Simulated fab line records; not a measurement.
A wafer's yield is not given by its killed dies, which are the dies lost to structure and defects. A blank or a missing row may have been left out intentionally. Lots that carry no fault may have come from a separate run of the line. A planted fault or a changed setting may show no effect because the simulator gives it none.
Split-lot study :: flow n5_finfet :: route with 1938 steps; 7 lots, 21 wafers read

== THE SPLIT ==
At N5_GATE_CUT_EXPOSE_10 (exposes mask GATE CUT, target cd 20 nm), the setting dose_mj was moved away from the recipe's 43.25 on 7 of the 21 wafers read, by +2.8% to +7.0%. All remaining wafers had this setting at the recipe value.

== FROM THE SPLIT TO THE READING: what the file shows between them, 2 steps ==
- N5_GATE_CUT_PEB_11: peb time 60 s
- N5_GATE_CUT_DEVELOP_12: develop time 30 s

== THE READING ==
cd_nm, in nm, at N5_GATE_CUT_CD_MEAS_13 (target cd 20 nm). A value of 20.16 nm with a standard deviation of 0.29 nm is what fault-free wafers of this fab line usually give.

wafer: L074.1
tool, chamber at the split: euv_scanner-02, 0
dose_mj as run: 43.25
against the recipe: recipe
cd_nm, nm: 19.97
against lot-mates on the recipe: -

wafer: L074.2
tool, chamber at the split: euv_scanner-02, 0
dose_mj as run: 46.29
against the recipe: +7.0%
cd_nm, nm: 22.02
against lot-mates on the recipe: +2.05

wafer: L074.4
tool, chamber at the split: euv_scanner-02, 0
dose_mj as run: 46.29
against the recipe: +7.0%
cd_nm, nm: 21.79
against lot-mates on the recipe: +1.82

wafer: L081.2
tool, chamber at the split: euv_scanner-01, 0
dose_mj as run: 43.25
against the recipe: recipe
cd_nm, nm: 20.36
against lot-mates on the recipe: -

wafer: L081.3
tool, chamber at the split: euv_scanner-01, 0
dose_mj as run: 45.07
against the recipe: +4.2%
cd_nm, nm: 20.81
against lot-mates on the recipe: +0.45

wafer: L081.5
tool, chamber at the split: euv_scanner-01, 0
dose_mj as run: 45.07
against the recipe: +4.2%
cd_nm, nm: 21.22
against lot-mates on the recipe: +0.86

wafer: L088.2
tool, chamber at the split: euv_scanner-01, 0
dose_mj as run: 43.25
against the recipe: recipe
cd_nm, nm: 19.69
against lot-mates on the recipe: -

wafer: L088.3
tool, chamber at the split: euv_scanner-01, 0
dose_mj as run: 43.25
against the recipe: recipe
cd_nm, nm: 19.88
against lot-mates on the recipe: -

wafer: L088.6
tool, chamber at the split: euv_scanner-01, 0
dose_mj as run: 43.25
against the recipe: recipe
cd_nm, nm: 19.99
against lot-mates on the recipe: -

wafer: L089.2
tool, chamber at the split: euv_scanner-01, 0
dose_mj as run: 43.25
against the recipe: recipe
cd_nm, nm: 20.01
against lot-mates on the recipe: -

wafer: L089.3
tool, chamber at the split: euv_scanner-01, 0
dose_mj as run: 44.62
against the recipe: +3.2%
cd_nm, nm: 20.69
against lot-mates on the recipe: +0.49

wafer: L089.4
tool, chamber at the split: euv_scanner-01, 0
dose_mj as run: 43.25
against the recipe: recipe
cd_nm, nm: 20.40
against lot-mates on the recipe: -

wafer: L091.2
tool, chamber at the split: euv_scanner-01, 0
dose_mj as run: 43.25
against the recipe: recipe
cd_nm, nm: 20.11
against lot-mates on the recipe: -

wafer: L091.4
tool, chamber at the split: euv_scanner-01, 0
dose_mj as run: 43.25
against the recipe: recipe
cd_nm, nm: 20.39
against lot-mates on the recipe: -

wafer: L091.5
tool, chamber at the split: euv_scanner-01, 0
dose_mj as run: 44.44
against the recipe: +2.8%
cd_nm, nm: 20.69
against lot-mates on the recipe: +0.44

wafer: L094.1
tool, chamber at the split: euv_scanner-02, 0
dose_mj as run: 45.32
against the recipe: +4.8%
cd_nm, nm: 21.14
against lot-mates on the recipe: +1.00

wafer: L094.4
tool, chamber at the split: euv_scanner-02, 0
dose_mj as run: 43.25
against the recipe: recipe
cd_nm, nm: 20.04
against lot-mates on the recipe: -

wafer: L094.6
tool, chamber at the split: euv_scanner-02, 0
dose_mj as run: 43.25
against the recipe: recipe
cd_nm, nm: 20.25
against lot-mates on the recipe: -

wafer: L096.1
tool, chamber at the split: euv_scanner-02, 0
dose_mj as run: 43.25
against the recipe: recipe
cd_nm, nm: 20.00
against lot-mates on the recipe: -

wafer: L096.4
tool, chamber at the split: euv_scanner-02, 0
dose_mj as run: 43.25
against the recipe: recipe
cd_nm, nm: 20.11
against lot-mates on the recipe: -

wafer: L096.6
tool, chamber at the split: euv_scanner-02, 0
dose_mj as run: 43.25
against the recipe: recipe
cd_nm, nm: 20.10
against lot-mates on the recipe: -

FIT RESULTS
A straight line over all 21 wafers: cd_nm changes by +0.242 nm for each +1% of dose_mj; r = +0.95; the points scatter about the line by 0.2 nm.
The same after taking each lot's own level away (the mean of its wafers on the recipe; 21 wafers): +0.237 nm for each +1%; r = +0.95; scatter 0.2 nm.
The reading moves by 1.7 nm for the largest change in dose_mj, on that fit.
Measured against the standard deviation above, the lots' own levels, which go from 19.853 to 20.360 nm, span 1.7 times it.
The two slopes agree, so the slope changes little with the lot-to-lot level.
Check: for one of the wafers moved furthest among these (+7.0%), held out of the fit, the line's prediction against its lot-mates is +1.46 nm. Against them it came out at +2.05 nm.

== THE OTHER SPLITS THESE WAFERS WENT THROUGH ==
Other splits were also applied to these wafers ahead of the reading. Each is held against what the fit with the lots' levels taken away leaves over:
other split on the same wafers: N5_HKMG_FIN_ETCH_55 bias_w
wafers away from the commonest value: 9
r with cd_nm (lot level and that fit taken away): +0.02

== THE WHOLE CHAIN: every reading that the file lists as answering this split, in the file's order ==
step: N5_GATE_CUT_CD_MEAS_13
what it does: target cd 20 nm
reading: cd_nm
change (the file's fit): +0.222 nm for each +1% of the setting
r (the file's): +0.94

step: N5_GATE_CUT_DESCUM_18
what it does: chemistry O2, time 7 s
reading: GATE_CUT.cd_nm (the simulator's own value, which no gauge read)
change (the file's fit): +0.188 nm for each +1% of the setting
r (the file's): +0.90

step: N5_GATE_CUT_ETCH_28
what it does: etches underlayer in N2/H2, target depth 13 nm, time 10.4 s
reading: GATE_CUT.cd_nm (the simulator's own value, which no gauge read)
change (the file's fit): +0.182 nm for each +1% of the setting
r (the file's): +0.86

== FILE'S OWN FIT ==
cd_nm changes by +0.222 nm for each +1% of dose_mj, r = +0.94.
